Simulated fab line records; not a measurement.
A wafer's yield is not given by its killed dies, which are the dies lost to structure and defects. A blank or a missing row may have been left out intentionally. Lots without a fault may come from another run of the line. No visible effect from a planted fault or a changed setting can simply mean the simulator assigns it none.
fab line records	flow n5_finfet
record lots=7	wafers=21
route steps=1938 shown BEOL_M10@1513 BEOL_M11@1579 BEOL_M13@1681 BEOL_M14@1730 BEOL_M15@1797 MIM_BOT_LITHO@1858
start_h: hours from the record's opening day to when the first of the lot's shown wafers began	wait_h: hours since the lot's step before	" identical to the entry in the row above	L1.1+2: a row that stands for several wafers	- value missing, or start not given	* or withheld: withheld	< > ~ a bound
route shown NAME@n: NAME is a module with steps in the file, n the number in the route of the first one	usual: mean/standard deviation taken from wafers without a fault	same: alike in all rows	chamber/n: place in a boat	sites: each site's reading	_std_site: how widely they spread, as a standard deviation	_edge_site: mean of outer sites minus mean of inner sites	radius_mm: for every site, how far away it sits from the centre of the wafer	mask NAME#n: copy n	behind: the most recent tool/chamber to have shaped the wafer	hold: cause of the lot's hold/its duration in hours/its outcome	device: the n, p or np transistor that did not switch	end of line: the route-end tests of the same wafers	step lacking rows: just its recipe	killed: count of dies lost to structure and defects at first sort (not the wafer's yield)	map: shows each die of a wafer: x if killed, . if not, _ if none is there
set.NAME: the setting as run; set.NAME@STEP: as run at that earlier step	model.NAME: the simulator's own value behind a step, which no gauge read
one table per step and one row per wafer, for lots whose settings were changed on purpose
## steps
# step N5_BEOL_M10_ETCH_41
# recipe chemistry=CH3F/O2	target=SiCN	target_depth_a=426	taper_deg=2	time_s=86	ion_energy_ev=120	mask_material=TiN	pressure_mtorr=30	source_w=395	bias_w=75	Ar_flow_sccm=150	CH3F_flow_sccm=30	O2_flow_sccm=20
# usual rf_vpp_V=297.6/1.2
lot.wafer	tool	chamber	start_h	wait_h	set.source_w	rf_vpp_V	model.etch.depth_nm
L078.1	rie_diel-02	3	-	-	395	299.1	32.85
L078.4	"	3	"	"	395	300.1	32.83
L078.6	"	3	"	"	395	299.5	33.1
L079.2	rie_diel-02	2	-	-	395	299.2	32.89
L079.3	"	0	"	"	395	296.6	33.11
L079.5	"	2	"	"	395	297.7	32.64
L082.4	rie_diel-06	1	-	-	395	298.9	32.33
L082.5	"	2	"	"	455.8	281.8	33.85
L082.6	"	3	"	"	395	299.0	31.7
L083.2	rie_diel-06	1	-	-	395	297.3	32.28
L083.4	"	3	"	"	395	297.1	31.53
L083.6	"	1	"	"	395	299.8	32.2
L086.3	rie_diel-05	3	-	-	395	296.3	32.94
L086.5	"	3	"	"	395	298.0	33.15
L086.6	"	0	"	"	395	297.6	31.54
L093.1	rie_diel-06	0	-	-	395	297.1	32.52
L093.5	"	2	"	"	452.2	283.3	35.08
L093.6	"	1	"	"	395	297.5	32.66
L097.1	rie_diel-05	1	-	-	357.1	308.8	30.08
L097.5	"	2	"	"	357.1	306.4	30.55
L097.6	"	3	"	"	395	297.6	32.56
# step N5_BEOL_M11_ETCH_41
# recipe chemistry=CH3F/O2	target=SiCN	target_depth_a=426	taper_deg=2	time_s=86	ion_energy_ev=120	mask_material=TiN	pressure_mtorr=30	source_w=395	bias_w=75	Ar_flow_sccm=150	CH3F_flow_sccm=30	O2_flow_sccm=20
lot.wafer	tool	chamber	start_h	wait_h	set.time_s	model.etch.depth_nm
L078.1	rie_diel-03	2	-	-	93.82	34.23
L078.4	"	3	"	"	86	33.47
L078.6	"	1	"	"	93.82	34.45
L079.2	rie_diel-03	2	-	-	86	31.86
L079.3	"	0	"	"	96.91	36.11
L079.5	"	2	"	"	86	31.71
L082.4	rie_diel-01	3	-	-	86	33.49
L082.5	"	0	"	"	86	32.92
L082.6	"	3	"	"	86	33.27
L083.2	rie_diel-01	2	-	-	86	31.53
L083.4	"	3	"	"	99.35	38.77
L083.6	"	3	"	"	99.35	38.9
L086.3	rie_diel-01	2	-	-	86	31.56
L086.5	"	0	"	"	86	32.55
L086.6	"	1	"	"	86	32.84
L093.1	rie_diel-04	1	-	-	77.73	28.51
L093.5	"	1	"	"	77.73	28.45
L093.6	"	0	"	"	86	33.4
L097.1	rie_diel-01	2	-	-	96.12	35.66
L097.5	"	3	"	"	86	33.78
L097.6	"	0	"	"	96.12	37.01
# step N5_BEOL_M13_COAT_66
# recipe resist=SiARC	temp_c=220	time_s=60	spin_rpm=1500	resist_thk_nm=110
lot.wafer	tool	chamber	start_h	wait_h	set.spin_rpm	model.SiARC_of_BEOL_M13_COAT_66.thk_nm
L078.1	litho_track-04	0	-	-	1500	110.2
L078.4	"	0	"	"	1609	105.8
L078.6	"	0	"	"	1609	106.6
L079.2	litho_track-01	0	-	-	1500	110.6
L079.3	"	0	"	"	1500	110.2
L079.5	"	0	"	"	1446	112.6
L082.4	litho_track-02	0	-	-	1392	114.4
L082.5	"	0	"	"	1392	114.2
L082.6	"	0	"	"	1500	110.2
L083.2+4	litho_track-01	0	-	-	1500	110.6
L083.6	"	0	"	"	1382	115.2
L086.3	litho_track-02	0	-	-	1500	110
L086.5	"	0	"	"	1500	110.2
L086.6	"	0	"	"	1500	110.6
L093.1	litho_track-02	0	-	-	1500	109.8
L093.5	"	0	"	"	1500	110.2
L093.6	"	0	"	"	1637	105.4
L097.1	litho_track-02	0	-	-	1500	110.6
L097.5	"	0	"	"	1500	110.4
L097.6	"	0	"	"	1549	108.6
# step N5_BEOL_M13_DESCUM_33
# recipe chemistry=O2	time_s=7.9	source_power_w=50	bias_power_w=20	pressure_mtorr=20	rf_frequency_hz=2.712e+07	temp_c=40	o2_flow_sccm=225
lot.wafer	tool	chamber	start_h	wait_h	set.time_s
L078.1+4+6	rie_diel-01	1,0,1	302.36	0.2	7.9
L079.2+3+5	rie_diel-03	2,0,2	308.58	0.0	7.9
L082.4+5+6	rie_diel-01	0,1,0	319.82	0.3	7.9
L083.2+6	rie_diel-03	1,0	320.18	0.0	7.9
L083.4	"	2	"	"	6.769
L086.3+5+6	rie_diel-01	0,3,2	350.76	0.0	7.9
L093.1+5+6	rie_diel-01	2,0,3	395.12	0.1	9.515
L097.1	rie_diel-03	2	421.53	0.0	7.9
L097.5+6	"	0,3	"	"	6.888
# step N5_BEOL_M13_ETCH_67
# recipe chemistry=CF4	target=SiARC	target_depth_a=1430	time_s=238.3	ion_energy_ev=80	pressure_mtorr=40	source_w=545	bias_w=36	Ar_flow_sccm=100	cf4_flow_sccm=100	ends=cleared
lot.wafer	tool	chamber	start_h	wait_h	set.spin_rpm@BEOL_M13_COAT_66	model.coat_of_BEOL_M13_COAT_22.thk_nm	model.etch.depth_nm
L078.1	rie_diel-01	1	302.40	0.0	1500	211.6	110.1
L078.4	"	0	"	"	1609	214.4	105.8
L078.6	"	1	"	"	1609	214.4	106.7
L079.2	rie_diel-03	2	308.62	0.0	1500	211.6	110.5
L079.3	"	0	"	"	1500	213.2	110.3
L079.5	"	2	"	"	1446	211.6	112.6
L082.4	rie_diel-01	0	319.86	0.0	1392	208.2	114.4
L082.5	"	1	"	"	1392	207.8	114.2
L082.6	"	0	"	"	1500	212	110.3
L083.2	rie_diel-03	1	320.22	0.0	1500	211.6	110.5
L083.4	"	2	"	"	1500	212.2	110.7
L083.6	"	0	"	"	1382	208.6	115.2
L086.3	rie_diel-01	0	350.79	0.0	1500	212.6	109.9
L086.5	"	3	"	"	1500	212.4	110.3
L086.6	"	2	"	"	1500	212	110.5
L093.1	rie_diel-01	2	395.16	0.0	1500	210.6	109.8
L093.5	"	0	"	"	1500	210.2	110.1
L093.6	"	3	"	"	1637	212.6	105.4
L097.1	rie_diel-03	2	421.57	0.0	1500	210.8	110.6
L097.5	"	0	"	"	1500	210.8	110.4
L097.6	"	3	"	"	1549	212.8	108.6
# step N5_BEOL_M13_ETCH_68
# recipe chemistry=N2/H2	target=SOC	mask_material=SiARC	source_w=3000	bias_w=350	temp_c=40	time_s=355	ion_energy_ev=200	pressure_mtorr=30	n2_flow_sccm=200	h2_flow_sccm=200
lot.wafer	tool	chamber	start_h	wait_h	set.spin_rpm@BEOL_M13_COAT_66	model.SiARC_of_BEOL_M13_COAT_66.thk_nm
L078.1	rie_diel-01	1	302.54	0.1	1500	77.4
L078.4	"	0	"	"	1609	72.4
L078.6	"	1	"	"	1609	74
L079.2+3	rie_diel-03	2,0	308.76	0.1	1500	78.2
L079.5	"	2	"	"	1446	80.2
L082.4	rie_diel-01	0	320.01	0.1	1392	80.6
L082.5	"	1	"	"	1392	81.6
L082.6	"	0	"	"	1500	76.6
L083.2	rie_diel-03	1	320.36	0.1	1500	78.4
L083.4	"	2	"	"	1500	78.2
L083.6	"	0	"	"	1382	82.8
L086.3	rie_diel-01	0	350.94	0.1	1500	76.2
L086.5	"	3	"	"	1500	77.2
L086.6	"	2	"	"	1500	78.8
L093.1	rie_diel-01	2	395.30	0.1	1500	77.8
L093.5	"	0	"	"	1500	76.6
L093.6	"	3	"	"	1637	72.2
L097.1	rie_diel-03	2	421.71	0.1	1500	78.2
L097.5	"	0	"	"	1500	78
L097.6	"	3	"	"	1549	75.8
# step N5_BEOL_M14_ETCH_59
# recipe chemistry=N2/H2	target=BARC	target_depth_a=890	overetch_a=267	time_s=67.9	ion_energy_ev=200	pressure_mtorr=30	source_w=840	bias_w=150	n2_flow_sccm=200	h2_flow_sccm=200
lot.wafer	tool	chamber	start_h	wait_h	set.time_s	model.coat_of_BEOL_M14_COAT_04.thk_nm
L078.1	rie_diel-06	1	306.39	0.0	75.59	707.8
L078.4	"	2	"	"	75.59	712.4
L078.6	"	0	"	"	67.9	718.2
L079.2	rie_diel-02	2	312.17	0.0	67.9	717.2
L079.3	"	1	"	"	80.31	706.8
L079.5	"	2	"	"	80.31	704.4
L082.4	rie_diel-02	0	325.11	0.0	67.9	716.2
L082.5	"	3	"	"	67.9	715.6
L082.6	"	2	"	"	67.9	718.4
L083.2	rie_diel-02	3	328.23	0.0	58.1	728.2
L083.4	"	1	"	"	67.9	717.4
L083.6	"	2	"	"	67.9	721.2
L086.3	rie_diel-06	1	356.01	0.0	67.9	722
L086.5	"	3	"	"	67.9	720.6
L086.6	"	0	"	"	67.9	719.2
L093.1	rie_diel-02	1	400.27	0.0	82.82	706.6
L093.5	"	2	"	"	67.9	718.8
L093.6	"	1	"	"	82.82	705.8
L097.1	rie_diel-02	1	424.95	0.0	67.9	722.6
L097.5	"	2	"	"	67.9	722.2
L097.6	"	3	"	"	67.9	720.2
# step N5_BEOL_M14_EXPOSE_25
# recipe mask_id=M14	na=0.8	source_shape=annular	sigma_inner=0.5	sigma_outer=0.8	polarization=unpolarized	target_cd_nm=280	dose_mj=26.6
lot.wafer	tool	chamber	start_h	wait_h	mask	set.dose_mj
L078.1+4+6	krf_scanner-01	0	306.98	-	M14#0	26.6
L079.2+3+5	krf_scanner-01	0	312.73	-	M14#0	26.6
L082.4+5+6	krf_scanner-01	0	325.68	-	M14#0	26.6
L083.2+4+6	krf_scanner-02	0	328.92	-	M14#0	26.6
L086.3+5+6	krf_scanner-02	0	356.91	-	M14#0	26.6
L093.1+6	krf_scanner-01	0	400.83	-	M14#0	28.19
L093.5	"	0	"	"	M14#0	26.6
L097.1+5	krf_scanner-02	0	425.63	-	M14#0	26.6
L097.6	"	0	"	"	M14#0	27.69
# step N5_BEOL_M14_PEB_26
# recipe peb_temp_c=130	peb_time_s=90
# step N5_BEOL_M14_DEVELOP_27
# recipe develop_time_s=45	rinse_liquid=diw	dry=air_spin	dev_temp_c=21
# step N5_BEOL_M14_HARDBAKE_32
# recipe temp_c=130	time_s=120
# step N5_BEOL_M14_CD_MEAS_28
# recipe target_cd_nm=284.4	landing_energy_ev=500	detector=se_inlens
# usual cd_nm=284.3/1.7
lot.wafer	tool	chamber	start_h	wait_h	set.dose_mj@BEOL_M14_EXPOSE_25	cd_nm
L078.1	cd_sem-02	0	307.16	-	26.6	283.3
L078.4	"	0	"	"	26.6	283.7
L078.6	"	0	"	"	26.6	283.8
L079.2	cd_sem-02	0	312.90	-	26.6	283.7
L079.3	"	0	"	"	26.6	284.4
L079.5	"	0	"	"	26.6	282.7
L082.4	cd_sem-03	0	325.84	-	26.6	284.6
L082.5	"	0	"	"	26.6	285.0
L082.6	"	0	"	"	26.6	285.8
L083.2	cd_sem-02	0	329.08	-	26.6	285.3
L083.4	"	0	"	"	26.6	287.2
L083.6	"	0	"	"	26.6	287.0
L086.3	cd_sem-03	0	357.07	-	26.6	286.0
L086.5	"	0	"	"	26.6	284.1
L086.6	"	0	"	"	26.6	284.8
L093.1	cd_sem-01	0	401.00	-	28.19	295.6
L093.5	"	0	"	"	26.6	289.4
L093.6	"	0	"	"	28.19	296.1
L097.1	cd_sem-02	0	425.80	-	26.6	282.0
L097.5	"	0	"	"	26.6	284.7
L097.6	"	0	"	"	27.69	290.1
# step N5_BEOL_M14_DESCUM_33
# recipe chemistry=O2	time_s=7.9	source_power_w=50	bias_power_w=20	pressure_mtorr=20	rf_frequency_hz=2.712e+07	temp_c=40	o2_flow_sccm=225
lot.wafer	tool	chamber	start_h	wait_h	set.dose_mj@BEOL_M14_EXPOSE_25	model.BEOL_M14.cd_nm
L078.1	rie_diel-06	2	307.33	0.1	26.6	283.2
L078.4+6	"	3	"	"	26.6	284
L079.2	rie_diel-02	0	312.99	0.0	26.6	283.6
L079.3	"	2	"	"	26.6	284.4
L079.5	"	1	"	"	26.6	282.4
L082.4	rie_diel-05	1	325.94	0.0	26.6	284.6
L082.5	"	2	"	"	26.6	285.2
L082.6	"	3	"	"	26.6	285.6
L083.2	rie_diel-05	2	329.17	0.0	26.6	285.2
L083.4+6	"	1,2	"	"	26.6	286.8
L086.3	rie_diel-05	2	357.17	0.0	26.6	286
L086.5	"	0	"	"	26.6	284
L086.6	"	1	"	"	26.6	284.6
L093.1	rie_diel-02	0	401.09	0.0	28.19	295.4
L093.5	"	0	"	"	26.6	289.2
L093.6	"	3	"	"	28.19	295.8
L097.1	rie_diel-06	1	425.89	0.0	26.6	282.4
L097.5	"	1	"	"	26.6	284.8
L097.6	"	2	"	"	27.69	290.4
# step N5_BEOL_M15_COAT_22
# recipe spin_rpm=1704	resist_thk_nm=800
lot.wafer	tool	chamber	start_h	wait_h	set.spin_rpm	model.coat_of_BEOL_M15_COAT_22.thk_nm
L078.1	litho_track-05	0	-	-	1882	758.4
L078.4	"	0	"	"	1704	798.6
L078.6	"	0	"	"	1882	760.8
L079.2	litho_track-05	0	-	-	1704	795.8
L079.3	"	0	"	"	1704	795.2
L079.5	"	0	"	"	1645	810.6
L082.4	litho_track-01	0	-	-	1704	801.8
L082.5	"	0	"	"	1540	841
L082.6	"	0	"	"	1540	844.4
L083.2	litho_track-01	0	-	-	1704	805
L083.4	"	0	"	"	1704	805.6
L083.6	"	0	"	"	1704	804
L086.3	litho_track-01	0	-	-	1704	800.4
L086.5	"	0	"	"	1704	800.6
L086.6	"	0	"	"	1704	797.2
L093.1	litho_track-01	0	-	-	1590	828.8
L093.5	"	0	"	"	1590	829.6
L093.6	"	0	"	"	1704	802
L097.1	litho_track-01	0	-	-	1704	801.6
L097.5	"	0	"	"	1704	801.2
L097.6	"	0	"	"	1818	776.8
# step N5_BEOL_M15_ETCH_61
# recipe chemistry=N2/H2	target=BARC	target_depth_a=890	overetch_a=267	time_s=67.9	ion_energy_ev=200	pressure_mtorr=30	source_w=840	bias_w=150	n2_flow_sccm=200	h2_flow_sccm=200
lot.wafer	tool	chamber	start_h	wait_h	set.time_s	set.spin_rpm@BEOL_M15_COAT_22	model.coat_of_BEOL_M15_COAT_22.thk_nm
L078.1	rie_diel-04	1	313.28	0.0	67.9	1882	677.2
L078.4	"	2	"	"	67.9	1704	714.2
L078.6	"	3	"	"	67.9	1882	679.2
L079.2	rie_diel-04	1	319.96	0.0	77.6	1704	705.6
L079.3	"	2	"	"	67.9	1704	710.8
L079.5	"	1	"	"	77.6	1645	720
L082.4	rie_diel-03	0	333.50	0.0	79.41	1704	708.8
L082.5	"	1	"	"	67.9	1540	761.2
L082.6	"	0	"	"	67.9	1540	762
L083.2	rie_diel-04	3	334.29	0.0	73.99	1704	717.2
L083.4	"	1	"	"	67.9	1704	724
L083.6	"	3	"	"	73.99	1704	715.8
L086.3	rie_diel-03	2	364.31	0.0	67.9	1704	719.6
L086.5	"	2	"	"	67.9	1704	720
L086.6	"	3	"	"	67.9	1704	711
L093.1	rie_diel-04	2	409.14	0.0	67.9	1590	746.4
L093.5	"	1	"	"	67.9	1590	749.4
L093.6	"	2	"	"	67.9	1704	719
L097.1	rie_diel-04	0	431.40	0.0	67.9	1704	718.4
L097.5	"	1	"	"	71.98	1704	716.2
L097.6	"	2	"	"	67.9	1818	693.6
# step N5_BEOL_M15_TRENCH_ETCH_34
# recipe chemistry=C4F8/O2/Ar	target=SiO2	target_depth_a=8729.3	he_inner_torr=15	he_outer_torr=30	time_s=199	ion_energy_ev=800	pressure_mtorr=20	source_w=1905	bias_w=2040	Ar_flow_sccm=400	C4F8_flow_sccm=16	O2_flow_sccm=12
lot.wafer	tool	chamber	start_h	wait_h	set.spin_rpm@BEOL_M15_COAT_22	model.coat_of_BEOL_M15_COAT_22.thk_nm
L078.1	rie_diel-04	1	313.34	0.0	1882	509
L078.4	"	2	"	"	1704	536
L078.6	"	3	"	"	1882	508.2
L079.2	rie_diel-04	1	320.01	0.0	1704	534.4
L079.3	"	2	"	"	1704	531.6
L079.5	"	1	"	"	1645	550.2
L082.4	rie_diel-03	0	333.55	0.0	1704	537.8
L082.5	"	1	"	"	1540	592.4
L082.6	"	0	"	"	1540	588.8
L083.2	rie_diel-04	3	334.34	0.0	1704	544
L083.4	"	1	"	"	1704	553
L083.6	"	3	"	"	1704	543.4
L086.3	rie_diel-03	2	364.36	0.0	1704	549
L086.5	"	2	"	"	1704	547.8
L086.6	"	3	"	"	1704	535.2
L093.1	rie_diel-04	2	409.19	0.0	1590	569.4
L093.5	"	1	"	"	1590	578.6
L093.6	"	2	"	"	1704	543.4
L097.1	rie_diel-04	0	431.45	0.0	1704	540
L097.5	"	1	"	"	1704	548.2
L097.6	"	2	"	"	1818	518.2
# step N5_MIM_BOT_LITHO_EXPOSE_05
# recipe mask_id=MIM_BOT	na=0.55	source_shape=conventional	sigma_outer=0.8	polarization=unpolarized	dose_mj=24.25
lot.wafer	tool	chamber	start_h	wait_h	mask	set.dose_mj
L078.1+4+6	krf_scanner-02	0	321.61	-	MIM_BOT#0	24.25
L079.2+3+5	krf_scanner-01	0	327.06	-	MIM_BOT#0	24.25
L082.4+5	krf_scanner-01	0	340.81	-	MIM_BOT#0	24.25
L082.6	"	0	"	"	MIM_BOT#0	24.85
L083.2+4	krf_scanner-02	0	340.99	-	MIM_BOT#0	24.25
L083.6	"	0	"	"	MIM_BOT#0	22.45
L086.3+5+6	krf_scanner-02	0	374.45	-	MIM_BOT#0	24.25
L093.1	krf_scanner-02	0	417.12	-	MIM_BOT#0	25.97
L093.5+6	"	0	"	"	MIM_BOT#0	24.25
L097.1	krf_scanner-01	0	438.25	-	MIM_BOT#0	25.5
L097.5+6	"	0	"	"	MIM_BOT#0	24.25
# step N5_MIM_BOT_LITHO_PEB_06
# recipe peb_temp_c=withheld	peb_time_s=*
# step N5_MIM_BOT_LITHO_DEVELOP_07
# recipe develop_time_s=60	rinse_liquid=diw	dry=air_spin	dev_temp_c=21
# step N5_MIM_BOT_LITHO_HARDBAKE_09
# recipe temp_c=130	time_s=120
# step N5_MIM_BOT_LITHO_CD_MEAS_08
# recipe target_cd_nm=3000	landing_energy_ev=500	detector=se_inlens	polarity=opening
# usual cd_nm=2999.2/1.6
lot.wafer	tool	chamber	start_h	wait_h	set.dose_mj@MIM_BOT_LITHO_EXPOSE_05	cd_nm
L078.1	cd_sem-03	0	321.78	-	24.25	2997.7
L078.4	"	0	"	"	24.25	2997.0
L078.6	"	0	"	"	24.25	2999.4
L079.2	cd_sem-03	0	327.23	-	24.25	2999.3
L079.3	"	0	"	"	24.25	2999.0
L079.5	"	0	"	"	24.25	2997.9
L082.4	cd_sem-02	0	340.98	-	24.25	2999.1
L082.5	"	0	"	"	24.25	2999.9
L082.6	"	0	"	"	24.85	3002.7
L083.2	cd_sem-02	0	341.17	-	24.25	3002.1
L083.4	"	0	"	"	24.25	3003.8
L083.6	"	0	"	"	22.45	2987.7
L086.3	cd_sem-03	0	374.62	-	24.25	2997.0
L086.5	"	0	"	"	24.25	2998.2
L086.6	"	0	"	"	24.25	2995.9
L093.1	cd_sem-03	0	417.29	-	25.97	3009.8
L093.5	"	0	"	"	24.25	2999.8
L093.6	"	0	"	"	24.25	2999.4
L097.1	cd_sem-01	0	438.43	-	25.5	3006.5
L097.5	"	0	"	"	24.25	2999.9
L097.6	"	0	"	"	24.25	2997.9
## key
split step=N5_BEOL_M10_ETCH_41	setting=source_w	stated=395	by=wafer
response step=N5_BEOL_M10_ETCH_41	reading=rf_vpp_V	change=-1.04	per=1%	r=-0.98
response step=N5_BEOL_M10_ETCH_41	reading=model.etch.depth_nm	change=+0.16	per=1%	r=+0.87
split step=N5_BEOL_M11_ETCH_41	setting=time_s	stated=86	by=wafer
response step=N5_BEOL_M11_ETCH_41	reading=model.etch.depth_nm	change=+0.354	per=1%	r=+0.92
split step=N5_BEOL_M13_COAT_66	setting=spin_rpm	stated=1500	by=wafer
response step=N5_BEOL_M13_COAT_66	reading=model.SiARC_of_BEOL_M13_COAT_66.thk_nm	change=-0.552	per=1%	r=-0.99
response step=N5_BEOL_M13_ETCH_67	reading=model.coat_of_BEOL_M13_COAT_22.thk_nm	change=+0.382	per=1%	r=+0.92
response step=N5_BEOL_M13_ETCH_67	reading=model.etch.depth_nm	change=-0.548	per=1%	r=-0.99
response step=N5_BEOL_M13_ETCH_68	reading=model.SiARC_of_BEOL_M13_COAT_66.thk_nm	change=-0.58	per=1%	r=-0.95
split step=N5_BEOL_M13_DESCUM_33	setting=time_s	stated=7.9	by=wafer
response none clear
split step=N5_BEOL_M14_ETCH_59	setting=time_s	stated=67.9	by=wafer
response step=N5_BEOL_M14_ETCH_59	reading=model.coat_of_BEOL_M14_COAT_04.thk_nm	change=-0.615	per=1%	r=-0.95
split step=N5_BEOL_M14_EXPOSE_25	setting=dose_mj	stated=26.6	by=wafer
response step=N5_BEOL_M14_CD_MEAS_28	reading=cd_nm	change=+1.26	per=1%	r=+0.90
response step=N5_BEOL_M14_DESCUM_33	reading=model.BEOL_M14.cd_nm	change=+1.26	per=1%	r=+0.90
split step=N5_BEOL_M15_COAT_22	setting=spin_rpm	stated=1704	by=wafer
response step=N5_BEOL_M15_COAT_22	reading=model.coat_of_BEOL_M15_COAT_22.thk_nm	change=-3.96	per=1%	r=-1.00
response step=N5_BEOL_M15_ETCH_61	reading=model.coat_of_BEOL_M15_COAT_22.thk_nm	change=-4.21	per=1%	r=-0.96
response step=N5_BEOL_M15_TRENCH_ETCH_34	reading=model.coat_of_BEOL_M15_COAT_22.thk_nm	change=-4.06	per=1%	r=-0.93
split step=N5_BEOL_M15_ETCH_61	setting=time_s	stated=67.9	by=wafer
response none clear
split step=N5_MIM_BOT_LITHO_EXPOSE_05	setting=dose_mj	stated=24.25	by=wafer
response step=N5_MIM_BOT_LITHO_CD_MEAS_08	reading=cd_nm	change=+1.69	per=1%	r=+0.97
